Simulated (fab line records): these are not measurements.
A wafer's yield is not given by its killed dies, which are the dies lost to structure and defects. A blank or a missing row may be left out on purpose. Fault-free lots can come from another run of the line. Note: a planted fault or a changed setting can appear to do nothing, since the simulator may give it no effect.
Chamber matching :: flow nand_harc :: NHARC_A_STAIRCASE_TRIM_196 on rie_diel-05: 4 sister chambers
The step chemistry O2, time 211.2 s. 4 wafers are shown with their chamber, then 10 later ones without.

WAFERS WITH THEIR CHAMBER
wafer: L086.1
chamber: 2
drypump_motor_current_A (A): 6.3

wafer: L086.6
chamber: 0
drypump_motor_current_A (A): 6.7

wafer: L087.2
chamber: 3
drypump_motor_current_A (A): 5.8

wafer: L087.4
chamber: 1
drypump_motor_current_A (A): 5.3

WAFERS WITHOUT THEIR CHAMBER
wafer: L087.5
drypump_motor_current_A (A): 6.7

wafer: L091.1
drypump_motor_current_A (A): 6.2

wafer: L091.3
drypump_motor_current_A (A): 5.3

wafer: L091.4
drypump_motor_current_A (A): 5.8

wafer: L092.1
drypump_motor_current_A (A): 6.7

wafer: L092.2
drypump_motor_current_A (A): 6.2

wafer: L092.5
drypump_motor_current_A (A): 5.3

wafer: L096.1
drypump_motor_current_A (A): 6.7

wafer: L096.5
drypump_motor_current_A (A): 5.8

wafer: L096.6
drypump_motor_current_A (A): 6.2

CHAMBER TAKEN BY EACH
wafer: L087.5
from the rows above: 0
in truth: 0

wafer: L091.1
from the rows above: 2
in truth: 2

wafer: L091.3
from the rows above: 1
in truth: 1

wafer: L091.4
from the rows above: 3
in truth: 3

wafer: L092.1
from the rows above: 0
in truth: 0

wafer: L092.2
from the rows above: 2
in truth: 2

wafer: L092.5
from the rows above: 1
in truth: 1

wafer: L096.1
from the rows above: 0
in truth: 0

wafer: L096.5
from the rows above: 3
in truth: 3

wafer: L096.6
from the rows above: 2
in truth: 2
Correct placement for 10 of the 10. Can't be placed from these rows: 0. 0 placed wrongly.
How it was worked out, from the rows above alone: a wafer's distance from a chamber is the root of the sum, over the readings, of the square of ((its reading less the chamber's mean) divided by the reading's scatter). If the next closest chamber is less than 2 further off than the closest, the wafer can't be placed; otherwise it belongs to the closest. Each chamber's mean is taken over the wafers shown for it. The scatter (one wafer shown for each chamber): square how far every hidden wafer sits from the nearest shown wafer, average those squares and take the square root.
